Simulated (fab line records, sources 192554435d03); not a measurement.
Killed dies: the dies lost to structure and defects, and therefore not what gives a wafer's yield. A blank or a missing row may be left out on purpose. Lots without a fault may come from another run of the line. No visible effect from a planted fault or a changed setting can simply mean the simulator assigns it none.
One fault seen from 2 desks || flow n5 finfet || each desk holds nothing but its own numbers, with what lay behind them at the end

## FROM THE METROLOGY DESK
Means of the sampled wafers that have a number, per lot and without regard to the tool the lot ran on: this is what the gauges read. Any lot whose mean is over 4 standard deviations away from the usual mean is out of limits and marked OUT; that distance is given in the brackets.
Columns: A = cd nm at N5_BEOL_M10_CD_MEAS_35, usual 69.9 nm
{"lot": "L916", "first seen here": "day 10 22:35", "A": 69.5}
{"lot": "L917", "first seen here": "day 10 22:52", "A": 69.9}
{"lot": "L918", "first seen here": "day 11 13:11", "A": 70.0}
{"lot": "L919", "first seen here": "day 11 14:20", "A": 70.2}
{"lot": "L920", "first seen here": "day 11 19:49", "A": 70.2}
{"lot": "L921", "first seen here": "day 11 19:59", "A": 69.6}
{"lot": "L931", "first seen here": "day 14 05:22", "A": 69.6}
{"lot": "L932", "first seen here": "day 14 19:20", "A": 70.2}
{"lot": "L934", "first seen here": "day 15 06:25", "A": 70.6}
{"lot": "L937", "first seen here": "day 16 03:51", "A": 69.6}
This desk's finding: nothing out of limits on any of the 10 lots.

## DESK OF THE TOOL OWNER: pecvd-02
The tool's own readings at N5_BEOL_M10_PECVD_70 (deposits SiO2 from TEOS/O2, target thk 20 nm, time 22.7 s): means of the sampled wafers that have a number, for each lot that ran on this tool. Any lot whose mean is over 4 standard deviations away from the usual mean is out of limits and marked OUT; that distance is given in the brackets.
Columns: A = heater power w at N5_BEOL_M10_PECVD_70, usual 719 W; B = rf fwd power W at N5_BEOL_M10_PECVD_70, usual 444.3 W; C = showerhead plenum p Torr at N5_BEOL_M10_PECVD_70, usual 8.81 Torr; D = throttle valve pct at N5_BEOL_M10_PECVD_70, usual 22.4 %
{"lot": "L916", "first seen here": "day 10 15:40", "A": 719, "B": 443.4, "C": 8.84, "D": 23.4}
{"lot": "L918", "first seen here": "day 11 08:41", "A": 692, "B": 442.2, "C": 8.84, "D": 23.2}
{"lot": "L919", "first seen here": "day 11 08:53", "A": 601, "B": 443.3, "C": 8.86, "D": 23.7}
{"lot": "L920", "first seen here": "day 11 16:31", "A": 676, "B": 445.2, "C": 8.86, "D": 23.7}
{"lot": "L921", "first seen here": "day 11 16:34", "A": 680, "B": 443.0, "C": 8.81, "D": 22.5}
{"lot": "L934", "first seen here": "day 15 03:14", "A": 669, "B": 443.4, "C": 8.85, "D": 23.1}
{"lot": "L937", "first seen here": "day 15 22:36", "A": 721, "B": 443.5, "C": 8.86, "D": 23.9}
This desk's finding: nothing out of limits on any of the 7 lots.

## TAKEN TOGETHER
At the metrology desk, nothing out of limits was observed.
Nothing out of limits was seen by the tool owner's desk.

## WHAT THE SIMULATOR HAD INSERTED
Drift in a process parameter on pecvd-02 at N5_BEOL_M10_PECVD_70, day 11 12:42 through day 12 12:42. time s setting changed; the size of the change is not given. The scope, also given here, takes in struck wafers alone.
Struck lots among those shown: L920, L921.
